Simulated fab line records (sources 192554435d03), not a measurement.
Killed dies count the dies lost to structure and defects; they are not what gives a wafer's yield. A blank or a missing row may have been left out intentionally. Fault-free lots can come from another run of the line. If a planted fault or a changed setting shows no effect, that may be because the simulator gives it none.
fab line records	flow n5_finfet
record lots=6	wafers=18	last_day=17
route steps=1938 shown BEOL_M1@777 BEOL_M4@1111 PASSIVATION@1936
lots that met no fault: taken from a fault-free run of the same line
start_h: the number of hours between the record's first day and the start of the first shown wafer of the lot	wait_h: hours since the lot's step before	" as in the row above	L1.1+2: one row covering several wafers at once	- no value present, or no start provided	* or withheld: withheld	< > ~ a bound
route shown NAME@n: a module of which the file shows steps, and the number in the route of the first	usual: mean/standard deviation taken from wafers without a fault	same: alike in all rows	chamber/n: place in a boat	sites: each site's reading	_std_site: how widely they spread, as a standard deviation	_edge_site: mean of outer sites minus mean of inner sites	radius_mm: for every site, how far away it sits from the centre of the wafer	mask NAME#n: copy n	behind: the tool/chamber that last shaped the wafer	hold: cause of the lot's hold/its duration in hours/its outcome	device: whichever transistor did not switch (one of n, p or np)	end of line: the tests these same wafers got at the end of their route	a step without rows: its recipe alone	killed: count of dies lost to structure and defects at first sort (not the wafer's yield)	map: the dies of a wafer, with x for killed, . for not killed, _ for no die there
set.NAME: setting as actually run; set.NAME@STEP: the setting as run at that earlier step	model.NAME: the simulator's own value behind a step, which no gauge read
lots seen at some steps along the route; tables by step, rows by wafer
services: the hour from which a tool's chamber was out of use, counted from the record's first day as start_h (under 0 if before that day), plus the number of hours and why
## steps
# step N5_BEOL_M1_COAT_67
# recipe resist=SOC	temp_c=250	time_s=60	spin_rpm=1500	resist_thk_nm=60
# step N5_BEOL_M1_COAT_68
# recipe resist=SiARC	temp_c=220	time_s=60	spin_rpm=1500	resist_thk_nm=12
# step N5_BEOL_M1_COAT_76
# recipe resist=underlayer	temp_c=205	time_s=60	spin_rpm=1500	resist_thk_nm=5
# step N5_BEOL_M1_COAT_22
# recipe resist=CAR-EUV	spin_rpm=1500	resist_thk_nm=30
# step N5_BEOL_M1_EBR_24
# recipe solvent=PGMEA	ebr_width_mm=1.5
# step N5_BEOL_M1_SOFTBAKE_23
# recipe temp_c=110	time_s=60	resist=CAR-EUV
# step N5_BEOL_M1_EXPOSE_25
# recipe mask_id=V0	na=0.33	source_shape=quasar	sigma_inner=0.2	sigma_outer=0.8	polarization=unpolarized	defocus_nm=5	target_cd_nm=24	dose_mj=63
# step N5_BEOL_M1_PEB_26
# recipe peb_temp_c=100	peb_time_s=60	resist=CAR-EUV
# step N5_BEOL_M1_DEVELOP_27
# recipe develop_time_s=30	developer=TMAH	resist=CAR-EUV	rinse_liquid=surfactant_rinse	dry=air_spin	dev_temp_c=23
# step N5_BEOL_M1_CD_MEAS_28
# recipe landing_energy_ev=500	detector=se_inlens	target_cd_y_nm=23.3
# usual cd_nm=23.96/0.22
lot.wafer	tool	chamber	start_h	wait_h	cd_nm
L519.2	cd_sem-01	0	126.15	-	24.26
L519.4	"	0	"	"	24.02
L519.5	"	0	"	"	24.10
L521.1	cd_sem-02	0	151.06	-	23.58
L521.4	"	0	"	"	23.78
L521.5	"	0	"	"	23.98
L529.3	cd_sem-01	0	185.57	-	24.14
L529.4	"	0	"	"	23.88
L529.6	"	0	"	"	24.10
L531.3	cd_sem-01	0	194.94	-	23.82
L531.4	"	0	"	"	23.80
L531.6	"	0	"	"	23.86
L536.1	cd_sem-03	0	227.43	-	24.05
L536.2	"	0	"	"	23.57
L536.3	"	0	"	"	23.92
L538.2	cd_sem-03	0	239.14	-	24.18
L538.5	"	0	"	"	24.38
L538.6	"	0	"	"	24.27
# step N5_BEOL_M1_OVL_MEAS_29
# recipe points_per_wafer=522
# usual V0_OVL=-0.1/0.54
lot.wafer	tool	chamber	start_h	wait_h	V0_OVL[nm]
L519.2	overlay-02	0	126.18	0.0	-0.5
L519.4	"	0	"	"	-0.2
L519.5	"	0	"	"	0.1
L521.1	overlay-02	0	151.09	0.0	0.3
L521.4	"	0	"	"	-0.4
L521.5	"	0	"	"	-0.3
L529.3	overlay-02	0	185.61	0.0	-0.4
L529.4	"	0	"	"	0.2
L529.6	"	0	"	"	0.4
L531.3	overlay-02	0	194.98	0.0	0.0
L531.4	"	0	"	"	0.3
L531.6	"	0	"	"	0.0
L536.1	overlay-01	0	227.46	0.0	-0.3
L536.2	"	0	"	"	-0.2
L536.3	"	0	"	"	0.4
L538.2	overlay-01	0	239.17	0.0	-0.4
L538.5	"	0	"	"	-0.7
L538.6	"	0	"	"	-0.1
# step N5_BEOL_M1_INSPECT_30
# recipe mode=adi	inspect_instrument=brightfield
# usual raw_defect_count=397/110
lot.wafer	tool	chamber	start_h	wait_h	raw_defect_count
L519.2	defect_inspect-02	-	126.24	0.0	349
L519.4	"	-	"	"	335
L519.5	"	-	"	"	337
L521.1	defect_inspect-01	-	151.15	0.1	404
L521.4	"	-	"	"	396
L521.5	"	-	"	"	370
L529.3	defect_inspect-02	-	185.66	0.0	442
L529.4	"	-	"	"	403
L529.6	"	-	"	"	410
L531.3	defect_inspect-02	-	195.03	0.0	348
L531.4	"	-	"	"	388
L531.6	"	-	"	"	344
L536.1	defect_inspect-01	-	227.52	0.1	382
L536.2	"	-	"	"	304
L536.3	"	-	"	"	385
L538.2	defect_inspect-01	-	239.23	0.0	291
L538.5	"	-	"	"	256
L538.6	"	-	"	"	241
# step N5_BEOL_M1_DESCUM_33
# recipe chemistry=O2	time_s=7	source_power_w=50	bias_power_w=20	pressure_mtorr=20	rf_frequency_hz=2.712e+07	temp_c=40	resist=CAR-EUV	o2_flow_sccm=225
# usual drypump_motor_current_A=5.8/0.47	oes_product_au=0.80/0.092	rf_vpp_V=243.7/1.3	showerhead_plenum_p_Torr=2.13/0.064	throttle_valve_pct=20.4/0.37
lot.wafer	tool	chamber	start_h	wait_h	drypump_motor_current_A	oes_product_au	rf_hours_counter_h	rf_vpp_V	showerhead_plenum_p_Torr	throttle_valve_pct	model.CAR-EUV_of_BEOL_M1_COAT_22.thk_nm
L519.2	rie_diel-03	0	126.27	0.0	5.9	0.78	145	243.2	2.10	20.4	26.2
L519.4	"	1	"	"	6.0	0.76	152	241.7	2.00	20.5	26
L519.5	"	3	"	"	5.6	0.91	-	245.1	2.23	20.2	26
L521.1	rie_diel-02	3	151.21	0.1	6.5	0.93	20	245.2	2.22	20.2	26.2
L521.4	"	1	"	"	5.4	0.85	53	242.4	2.10	19.9	26
L521.5	"	2	"	"	6.6	0.94	-	244.1	2.12	19.7	26.2
L529.3	rie_diel-02	1	185.69	0.0	5.4	0.84	64	243.4	2.10	19.9	26.2
L529.4	"	2	"	"	6.6	0.91	24	242.9	2.12	19.8	26.8
L529.6	"	1	"	"	5.4	0.84	-	244.1	2.10	19.9	26.8
L531.3	rie_diel-02	3	195.06	0.0	6.6	0.92	33	243.9	2.22	20.3	26.2
L531.4	"	2	"	"	6.6	0.91	27	243.6	2.12	19.8	26.8
L531.6	"	3	"	"	6.6	0.91	-	245.1	2.22	20.3	26.8
L536.1	rie_diel-03	0	227.61	0.1	5.9	0.74	177	244.1	2.09	20.4	26.2
L536.2	"	1	"	"	6.0	0.73	184	242.2	1.99	20.6	26.2
L536.3	"	2	"	"	5.0	0.80	117	245.9	2.11	20.7	26.2
L538.2	rie_diel-04	0	239.26	0.0	5.6	0.71	201	242.4	2.07	20.8	26.4
L538.5	"	3	"	"	5.7	0.97	-	243.8	2.15	19.9	26.2
L538.6	"	2	"	"	5.7	0.72	-	244.1	2.19	20.9	26.4
# step N5_BEOL_M1_ETCH_77
# recipe chemistry=N2/H2	target=underlayer	target_depth_a=65	mask_material=CAR-EUV	time_s=5.2	ion_energy_ev=200	pressure_mtorr=30	source_w=840	bias_w=150	n2_flow_sccm=200	h2_flow_sccm=200	ends=cleared
# usual drypump_motor_current_A=5.8/0.47	etch_rf_on_time_s=5.20/0.13	oes_product_au=0.68/0.082	rf_vpp_V=525.1/2.5	showerhead_plenum_p_Torr=2.59/0.08	throttle_valve_pct=17.78/0.25
lot.wafer	tool	chamber	start_h	wait_h	drypump_motor_current_A	etch_rf_on_time_s	oes_product_au	rf_hours_counter_h	rf_vpp_V	showerhead_plenum_p_Torr	throttle_valve_pct
L519.2	rie_diel-03	0	126.31	0.0	5.9	5.38	0.65	145	523.4	2.55	17.87
L519.4	"	1	"	"	6.0	5.32	0.64	152	518.0	2.43	17.91
L519.5	"	3	"	"	5.6	5.25	0.78	-	526.8	2.71	17.52
L521.1	rie_diel-02	3	151.25	0.0	6.6	5.05	0.80	20	527.0	2.72	17.70
L521.4	"	1	"	"	5.4	5.04	0.74	53	527.2	2.58	17.48
L521.5	"	2	"	"	6.6	5.14	0.79	-	526.6	2.61	17.51
L529.3	rie_diel-02	1	185.73	0.0	5.4	5.13	0.73	64	525.1	2.58	17.49
L529.4	"	2	"	"	6.6	5.25	0.76	24	525.1	2.61	17.54
L529.6	"	1	"	"	5.4	5.11	0.72	-	524.1	2.58	17.49
L531.3	rie_diel-02	3	195.10	0.0	6.7	5.14	0.78	33	528.2	2.71	17.72
L531.4	"	2	"	"	6.6	5.21	0.76	27	525.6	2.61	17.55
L531.6	"	3	"	"	6.6	5.11	0.77	-	527.8	2.71	17.73
L536.1	rie_diel-03	0	227.64	0.0	5.9	5.31	0.63	177	524.6	2.54	17.97
L536.2	"	1	"	"	6.0	5.29	0.62	184	520.9	2.41	17.95
L536.3	"	2	"	"	5.0	5.27	0.66	117	525.5	2.54	17.85
L538.2	rie_diel-04	0	239.29	0.0	5.6	5.29	0.60	201	521.2	2.50	18.09
L538.5	"	3	"	"	5.8	4.90	0.85	-	524.4	2.62	17.34
L538.6	"	2	"	"	5.7	5.23	0.61	-	525.2	2.62	18.08
# step N5_BEOL_M1_ETCH_69
# recipe chemistry=CF4	target=SiARC	target_depth_a=156	mask_material=CAR-EUV	time_s=26	ion_energy_ev=80	pressure_mtorr=40	source_w=545	bias_w=36	Ar_flow_sccm=100	cf4_flow_sccm=100	ends=cleared
# usual drypump_motor_current_A=5.8/0.47	etch_rf_on_time_s=26.0/0.64	oes_product_au=0.69/0.082	rf_vpp_V=184.5/1.1	showerhead_plenum_p_Torr=2.18/0.061	throttle_valve_pct=15.5/0.33
lot.wafer	tool	chamber	start_h	wait_h	drypump_motor_current_A	etch_rf_on_time_s	oes_product_au	rf_hours_counter_h	rf_vpp_V	showerhead_plenum_p_Torr	throttle_valve_pct
L519.2	rie_diel-03	0	126.32	0.0	5.9	26.7	0.65	145	184.2	2.15	15.6
L519.4	"	1	"	"	6.0	26.4	0.65	152	182.8	2.05	15.7
L519.5	"	3	"	"	5.6	25.9	0.80	-	184.8	2.28	15.2
L521.1	rie_diel-02	3	151.27	0.0	6.6	25.4	0.80	20	186.8	2.27	15.4
L521.4	"	1	"	"	5.4	25.5	0.74	53	184.0	2.17	15.2
L521.5	"	2	"	"	6.6	25.6	0.79	-	184.0	2.19	15.0
L529.3	rie_diel-02	1	185.75	0.0	5.4	25.4	0.73	64	184.1	2.16	15.2
L529.4	"	2	"	"	6.6	25.7	0.78	24	185.7	2.19	15.1
L529.6	"	1	"	"	5.4	25.1	0.73	-	183.7	2.16	15.2
L531.3	rie_diel-02	3	195.11	0.0	6.6	25.5	0.78	33	185.5	2.26	15.4
L531.4	"	2	"	"	6.6	25.3	0.77	27	185.4	2.19	15.1
L531.6	"	3	"	"	6.6	25.5	0.79	-	185.6	2.26	15.4
L536.1	rie_diel-03	0	227.66	0.0	5.9	26.7	0.62	177	183.8	2.14	15.7
L536.2	"	1	"	"	6.0	26.1	0.63	184	182.5	2.04	15.8
L536.3	"	2	"	"	5.0	26.4	0.67	117	184.3	2.15	15.8
L538.2	rie_diel-04	0	239.31	0.0	5.6	26.2	0.61	201	183.9	2.12	16.0
L538.5	"	3	"	"	5.7	24.2	0.85	-	185.4	2.18	15.0
L538.6	"	2	"	"	5.7	25.8	0.61	-	185.3	2.22	16.0
# step N5_BEOL_M1_ALD_98
# recipe material=SiO2	target_thk_a=25	temp_c=100	ald_precursor_family=BDEAS	ald_co_reactant=O2-plasma	pulse_time_s=1	co_reactant_pulse_time_s=1	purge_time_s=2	co_reactant_purge_time_s=2	ald_cycles=17	pressure_torr=2
# usual heater_power_w=74/6	precursor_pulse_height_rel=0.997/0.019
lot.wafer	tool	chamber	start_h	wait_h	heater_power_w	precursor_pulse_height_rel
L519.2	ald_sin-02	1	126.47	0.1	67	1.007
L519.4	"	2	"	"	79	1.045
L519.5	"	2	"	"	79	1.025
L521.1	ald_sin-01	3	151.35	0.1	74	0.982
L521.4	"	0	"	"	76	0.999
L521.5	"	0	"	"	76	0.984
L529.3	ald_sin-02	3	186.12	0.3	73	1.009
L529.4	"	1	"	"	68	0.986
L529.6	"	0	"	"	73	0.979
L531.3	ald_sin-03	1	195.76	0.6	66	0.963
L531.4	"	3	"	"	76	1.004
L531.6	"	2	"	"	71	1.010
L536.1	ald_sin-02	1	227.86	0.2	67	0.982
L536.2	"	0	"	"	72	0.989
L536.3	"	2	"	"	79	0.973
L538.2	ald_sin-03	0	239.61	0.3	87	0.998
L538.5	"	2	"	"	72	0.969
L538.6	"	3	"	"	78	0.973
# step N5_BEOL_M1_ETCHBACK_99
# recipe chemistry=CHF3	target=SiO2	target_depth_a=50	time_s=10.4	source_w=215	bias_w=47	Ar_flow_sccm=200	CHF3_flow_sccm=12	ion_energy_ev=100	pressure_mtorr=30
# usual CHF3_flow_sccm=12.00/0.033	drypump_motor_current_A=5.7/0.43	oes_product_au=0.78/0.076	rf_vpp_V=240/5.5	showerhead_plenum_p_Torr=2.18/0.067	throttle_valve_pct=17.1/0.31
lot.wafer	tool	chamber	start_h	wait_h	CHF3_flow_sccm	drypump_motor_current_A	oes_product_au	rf_hours_counter_h	rf_vpp_V	showerhead_plenum_p_Torr	throttle_valve_pct	model.CAR-EUV_of_BEOL_M1_COAT_22.thk_nm
L519.2	rie_diel-04	2	127.73	1.2	11.96	5.7	0.75	135	247	2.25	17.4	10.4
L519.4	"	3	"	"	12.06	5.7	0.70	235	239	2.19	16.8	10.4
L519.5	"	1	"	"	11.98	6.3	0.74	-	246	2.23	16.8	10.4
L521.1	rie_diel-04	2	157.01	5.6	12.00	5.7	0.75	143	247	2.25	17.4	10.6
L521.4	"	1	"	"	12.00	6.3	0.74	181	247	2.23	16.8	10.4
L521.5	"	3	"	"	11.99	5.7	0.71	-	240	2.19	16.8	10.6
L529.3	rie_diel-04	1	187.93	1.8	12.01	6.3	0.73	192	246	2.22	16.8	10.6
L529.4	"	0	"	"	12.00	5.6	0.72	-	242	2.15	17.5	11.2
L529.6	"	2	"	"	11.97	5.7	0.74	-	247	2.24	17.4	11.2
L531.3	rie_diel-03	0	195.88	0.1	12.00	5.9	0.74	168	240	2.15	17.1	10.6
L531.4	"	3	"	"	11.95	5.6	0.88	40	234	2.29	16.8	11.2
L531.6	"	2	"	"	12.05	5.0	0.79	-	236	2.16	17.2	11.2
L536.1	rie_diel-03	0	232.70	4.8	12.00	5.9	0.75	178	241	2.15	17.2	10.6
L536.2	"	1	"	"	11.99	6.0	0.74	184	231	2.05	17.3	10.6
L536.3	"	2	"	"	11.97	5.0	0.78	118	238	2.16	17.2	10.6
L538.2	rie_diel-03	1	242.17	2.5	12.00	6.0	0.74	187	230	2.05	17.3	10.8
L538.5	"	2	"	"	11.94	5.0	0.78	-	236	2.16	17.2	10.6
L538.6	"	1	"	"	11.98	6.0	0.73	-	229	2.05	17.3	10.6
# step N5_BEOL_M1_ETCH_70
# recipe chemistry=N2/H2	target=SOC	target_depth_a=800	overetch_a=160	mask_material=SiARC	temp_c=40	time_s=120	ion_energy_ev=200	pressure_mtorr=30	source_w=840	bias_w=150	n2_flow_sccm=200	h2_flow_sccm=200
# usual drypump_motor_current_A=5.7/0.43	oes_product_au=0.60/0.054	rf_vpp_V=524.8/2.2	showerhead_plenum_p_Torr=2.57/0.084	throttle_valve_pct=17.78/0.23
lot.wafer	tool	chamber	start_h	wait_h	drypump_motor_current_A	oes_product_au	rf_hours_counter_h	rf_vpp_V	showerhead_plenum_p_Torr	throttle_valve_pct
L519.2	rie_diel-04	2	127.77	0.0	5.7	0.57	135	525.9	2.64	17.99
L519.4	"	3	"	"	5.7	0.54	235	526.0	2.63	17.73
L519.5	"	1	"	"	6.3	0.58	-	527.4	2.65	17.50
L521.1	rie_diel-04	2	157.05	0.0	5.7	0.56	143	525.5	2.64	18.02
L521.4	"	1	"	"	6.3	0.57	181	526.1	2.64	17.51
L521.5	"	3	"	"	5.7	0.54	-	526.2	2.63	17.75
L529.3	rie_diel-04	1	187.97	0.0	6.3	0.56	192	527.2	2.64	17.54
L529.4	"	0	"	"	5.6	0.56	-	523.9	2.51	18.01
L529.6	"	2	"	"	5.7	0.56	-	526.6	2.63	18.04
L531.3	rie_diel-03	0	195.91	0.0	5.9	0.58	168	523.3	2.54	17.87
L531.4	"	3	"	"	5.6	0.67	40	528.0	2.70	17.54
L531.6	"	2	"	"	5.0	0.62	-	524.2	2.55	17.81
L536.1	rie_diel-03	0	232.73	0.0	5.9	0.58	178	523.2	2.54	17.90
L536.2	"	1	"	"	6.0	0.57	184	521.1	2.41	17.92
L536.3	"	2	"	"	5.0	0.61	118	524.7	2.54	17.82
L538.2	rie_diel-03	1	242.20	0.0	6.0	0.57	188	520.6	2.41	17.93
L538.5	"	2	"	"	5.1	0.60	-	523.1	2.54	17.82
L538.6	"	1	"	"	6.0	0.56	-	521.3	2.41	17.94
# step N5_BEOL_M4_RC_MEAS_101
# usual DIBL_N=35.9/1.4	DIBL_P=35.9/1.7	IOFF_N=0.160/0.026	IOFF_P=0.21/0.036	ION_N=672/11	ION_P=461/8.1	SS_N=71.4/0.54	SS_P=73.2/0.67	VT_N=249.3/2.7	VT_P=-250/3.9
lot.wafer	tool	chamber	start_h	wait_h	DIBL_N[mV/V]	DIBL_P[mV/V]	IOFF_N[nA/um]	IOFF_P[nA/um]	ION_N[uA/um]	ION_P[uA/um]	SS_N[mV/dec]	SS_P[mV/dec]	VT_N[mV]	VT_P[mV]
L519.2	prober-01	0	161.78	0.2	36.8	37.7	0.200	0.31	685	476	72.0	74.3	247.4	-240
L519.4	"	0	"	"	35.4	35.9	0.170	0.26	678	475	71.1	73.8	245.1	-245
L519.5	"	0	"	"	36.1	36.6	0.182	0.28	680	474	71.8	73.4	247.2	-244
L521.1	prober-01	0	192.28	0.0	34.5	34.5	0.133	0.21	676	468	71.3	72.0	249.8	-251
L521.4	"	0	"	"	35.4	34.9	0.150	0.21	681	472	71.8	72.3	250.1	-248
L521.5	"	0	"	"	34.5	34.1	0.137	0.20	675	469	71.2	72.6	250.5	-247
L529.3	prober-02	0	230.48	0.3	35.7	36.4	0.153	0.22	670	466	71.3	72.6	251.4	-249
L529.4	"	0	"	"	38.3	38.4	0.190	0.25	676	466	71.0	73.7	246.9	-247
L529.6	"	0	"	"	33.0	33.0	0.111	0.16	655	455	70.1	71.9	256.8	-255
L531.3	prober-02	0	250.35	0.3	38.5	39.2	0.206	0.25	698	473	72.6	73.8	246.2	-249
L531.4	"	0	"	"	34.6	34.6	0.135	0.18	671	457	71.3	72.2	251.0	-253
L531.6	"	0	"	"	36.9	37.0	0.165	0.21	685	468	71.8	72.7	248.2	-251
L536.1	prober-02	0	260.94	0.0	35.9	34.7	0.152	0.22	664	459	71.1	73.4	249.3	-249
L536.2	"	0	"	"	37.0	36.9	0.172	0.27	663	461	71.4	73.1	246.3	-247
L536.3	"	0	"	"	35.3	35.3	0.155	0.24	676	473	70.9	72.8	247.6	-245
L538.2	prober-01	0	288.54	0.2	36.4	36.7	0.167	0.25	660	463	72.0	73.4	248.3	-246
L538.5	"	0	"	"	35.1	35.9	0.154	0.23	675	472	71.9	73.7	248.9	-247
L538.6	"	0	"	"	33.6	32.9	0.123	0.20	657	461	71.4	72.8	251.9	-250
# step N5_PASSIVATION_PROBE_49
# usual defect_limited_yield=90.9/1.5	killed_at_M0_to_M3=35/10	killed_at_M4_up=14/5.2	killed_at_contacts=13/7.3	killed_at_front_end=42/12	killed_at_other=3.4/2.5	killed_dies=108/18	killed_open=70/13	killed_short=35/8	sort_bin_5_function=5.4/1	sort_bin_6_memory=3.4/0.71	sort_n_pass=1072/18	sort_yield_pct=90.9/1.5
# same gross_dies=1180	killed_at_back_side=0	sort_bin_4_leakage[%]=0	sort_bin_8_speed[%]=0
lot.wafer	tool	chamber	start_h	wait_h	defect_limited_yield[%]	killed_at_M0_to_M3	killed_at_M4_up	killed_at_contacts	killed_at_front_end	killed_at_other	killed_dies	killed_open	killed_short	sort_bin_5_function[%]	sort_bin_6_memory[%]	sort_n_pass	sort_yield_pct[%]
L519.2	prober-02	-	273.73	0.1	93.1	21	16	9	33	2	81	58	21	4.2	2.6	1099	93.1
L519.4	prober-02	-	273.83	0.2	91.8	28	13	10	40	6	97	53	38	4.6	3.1	1083	91.8
L519.5	prober-02	-	273.88	0.2	92.5	24	16	19	29	1	89	53	34	4.4	2.5	1091	92.5
L521.1	prober-01	-	294.11	0.0	92.8	35	7	14	23	6	85	66	17	4.6	2.5	1095	92.8
L521.4	prober-01	-	294.26	0.2	91.9	41	10	9	31	4	95	65	26	5.5	2.4	1085	91.9
L521.5	prober-01	-	294.31	0.2	92.7	24	10	10	39	3	86	58	28	4.7	2.5	1094	92.7
L529.3	prober-01	-	338.44	0.1	91.4	29	19	1	52	0	101	69	30	4.4	3.9	1079	91.4
L529.4	prober-01	-	338.49	0.2	88.6	44	13	6	69	3	135	90	44	7.4	3.9	1045	88.6
L529.6	prober-01	-	338.59	0.3	89.7	31	29	10	49	3	122	80	42	6.5	3.6	1058	89.7
L536.2	prober-02	-	367.07	0.1	89.9	46	13	22	38	0	119	83	34	5.6	4.1	1061	89.9
L538.2	prober-01	-	405.75	0.1	91.1	38	9	11	44	3	105	68	36	5.7	2.8	1075	91.1
L538.5	prober-01	-	405.90	0.2	91.4	25	13	9	52	3	102	64	32	5.4	3.0	1078	91.4
L538.6	prober-01	-	405.95	0.3	89.7	33	18	6	63	2	122	84	33	5.3	4.7	1058	89.7
# killed by level:class
L519.2 BEOL_M4:geometric_particle:open=12 MOL_CONTACT_COAG:geometric_particle:open=9 FIN_SAQP:geometric_particle:short=7 FIN_SAQP:geometric_particle:open=7 BEOL_M3:geometric_particle:open=6 GATE_CUT:geometric_particle:short=5 BEOL_M0_SAQP:geometric_particle:open=4 STI_FIN_REVEAL:geometric_particle:open=3
L519.4 BEOL_M0_SAQP:geometric_particle:short=11 MOL_CONTACT_COAG:geometric_particle:open=9 FIN_SAQP:geometric_particle:open=8 GATE_CUT:geometric_particle:short=7 BEOL_M0_SAQP:geometric_particle:open=7 FIN_SAQP:geometric_particle:short=6 ILD0:geometric_particle:open=4 GATE_CUT:geometric_particle:open=4
L519.5 MOL_CONTACT_COAG:geometric_particle:open=15 FIN_SAQP:geometric_particle:short=8 BEOL_M0_SAQP:geometric_particle:short=6 BEOL_M4:geometric_particle:open=6 FIN_SAQP:geometric_particle:open=5 BEOL_M3:geometric_particle:open=5 STARTING-WAFER:geometric_particle:short=5 BEOL_M0_SAQP:geometric_particle:open=4
L521.1 MOL_CONTACT_COAG:geometric_particle:open=11 BEOL_M1:geometric_particle:open=11 STI_FIN_REVEAL:geometric_particle:open=8 BEOL_M3:geometric_particle:open=8 PASS1_CAP:geometric_particle:open=5 GATE_CUT:geometric_particle:short=4 BEOL_M0_SAQP:geometric_particle:open=4 BEOL_M0:geometric_particle:short=3
L521.4 FIN_SAQP:geometric_particle:short=9 BEOL_M0:geometric_particle:open=9 MOL_CONTACT_COAG:geometric_particle:open=7 BEOL_M0_SAQP:geometric_particle:open=7 BEOL_M1:geometric_particle:open=7 FIN_SAQP:geometric_particle:open=6 BEOL_M0_SAQP:geometric_particle:short=6 BEOL_M3:geometric_particle:open=6
L521.5 FIN_SAQP:geometric_particle:open=12 ILD0:geometric_particle:short=6 MOL_CONTACT_COAG:geometric_particle:open=6 STI_FIN_REVEAL:geometric_particle:open=5 ILD0:geometric_particle:open=5 BEOL_M0_SAQP:geometric_particle:short=5 MOL_CONTACT_COAG:geometric_particle:short=4 BEOL_M0_SAQP:geometric_particle:open=4
L529.3 FIN_SAQP:geometric_particle:open=12 STI_FIN_REVEAL:geometric_particle:open=10 BEOL_M4:geometric_particle:open=9 FIN_SAQP:geometric_particle:short=8 BEOL_M1:geometric_particle:open=8 BEOL_M2:geometric_particle:open=8 STARTING-WAFER:geometric_particle:short=6 DUMMY_GATE:geometric_particle:short=3
L529.4 FIN_SAQP:geometric_particle:open=20 FIN_SAQP:geometric_particle:short=16 STI_FIN_REVEAL:geometric_particle:open=16 BEOL_M2:geometric_particle:open=13 BEOL_M3:geometric_particle:open=7 BEOL_M1:geometric_particle:open=6 BEOL_M0_SAQP:geometric_particle:open=5 MOL_CONTACT_COAG:geometric_particle:open=5
L529.6 BEOL_M4:geometric_particle:open=16 FIN_SAQP:geometric_particle:short=10 STI_FIN_REVEAL:geometric_particle:open=9 BEOL_M0_SAQP:geometric_particle:open=8 BEOL_M1:geometric_particle:open=8 FIN_SAQP:geometric_particle:open=6 MOL_CONTACT_COAG:geometric_particle:open=6 DUMMY_GATE:geometric_particle:open=5
L536.2 MOL_CONTACT_COAG:geometric_particle:open=17 BEOL_M2:geometric_particle:open=14 FIN_SAQP:geometric_particle:open=9 BEOL_M0_SAQP:geometric_particle:short=9 BEOL_M3:geometric_particle:open=7 BEOL_M0_SAQP:geometric_particle:open=6 DUMMY_GATE:geometric_particle:open=5 FIN_SAQP:geometric_particle:short=4
L538.2 FIN_SAQP:geometric_particle:open=11 BEOL_M3:geometric_particle:open=11 STI_FIN_REVEAL:geometric_particle:open=9 BEOL_M0_SAQP:geometric_particle:open=8 MOL_CONTACT_COAG:geometric_particle:open=6 FIN_SAQP:geometric_particle:short=5 MOL_CONTACT_COAG:geometric_particle:short=5 BEOL_M0_SAQP:geometric_particle:short=5
L538.5 STI_FIN_REVEAL:geometric_particle:open=13 FIN_SAQP:geometric_particle:open=8 MOL_CONTACT_COAG:geometric_particle:open=8 FIN_SAQP:geometric_particle:short=7 GATE_CUT:geometric_particle:short=7 BEOL_M3:geometric_particle:open=5 GATE_CUT:geometric_particle:open=5 BEOL_M0_SAQP:geometric_particle:open=5
L538.6 STI_FIN_REVEAL:geometric_particle:open=18 FIN_SAQP:geometric_particle:open=14 BEOL_M0_SAQP:geometric_particle:open=10 BEOL_M0_SAQP:geometric_particle:short=8 BEOL_M3:geometric_particle:open=8 DUMMY_GATE:geometric_particle:open=7 FIN_SAQP:geometric_particle:short=6 MOL_CONTACT_COAG:geometric_particle:open=5
## services
tool	chamber	start_h	hours	kind
ald_sin-03	2	102.83	8.4	repair
ald_sin-02	-	113.32	0.2	repair
rie_diel-03	-	163.99	0.5	repair
rie_diel-03	2	175.88	5.3	repair
rie_diel-04	3	179.20	-	clean
rie_diel-04	3	179.20	-	consumable_replace:focus_ring
rie_diel-04	3	179.20	17.8	scheduled_down
rie_diel-04	3	179.20	17.8	vent_cycle
rie_diel-02	3	190.09	4.6	repair
ald_sin-01	1	204.48	3.9	repair
rie_diel-03	0	236.50	2.5	repair
## key
first_sign none at tools or gauges
model_effect step=N5_BEOL_M1_DESCUM_33	value=CAR-EUV_of_BEOL_M1_COAT_22.thk_nm	without=26.2	struck=26.8
model_effect step=N5_BEOL_M1_ETCHBACK_99	value=CAR-EUV_of_BEOL_M1_COAT_22.thk_nm	without=10.55	struck=11.2
met_at N5_BEOL_M1_DESCUM_33
struck_wafers L529.4,L529.6,L531.4,L531.6
onset_between 151.21 185.69
fault kind=process_parameter_drift	tool=rie_diel-02	chamber=-	onset_h=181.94	steps=N5_BEOL_M1_DESCUM_33	channel=time_s	offset=*	shape=step	end_h=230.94	scope=struck_wafers_only	acts_in=*	stated=*
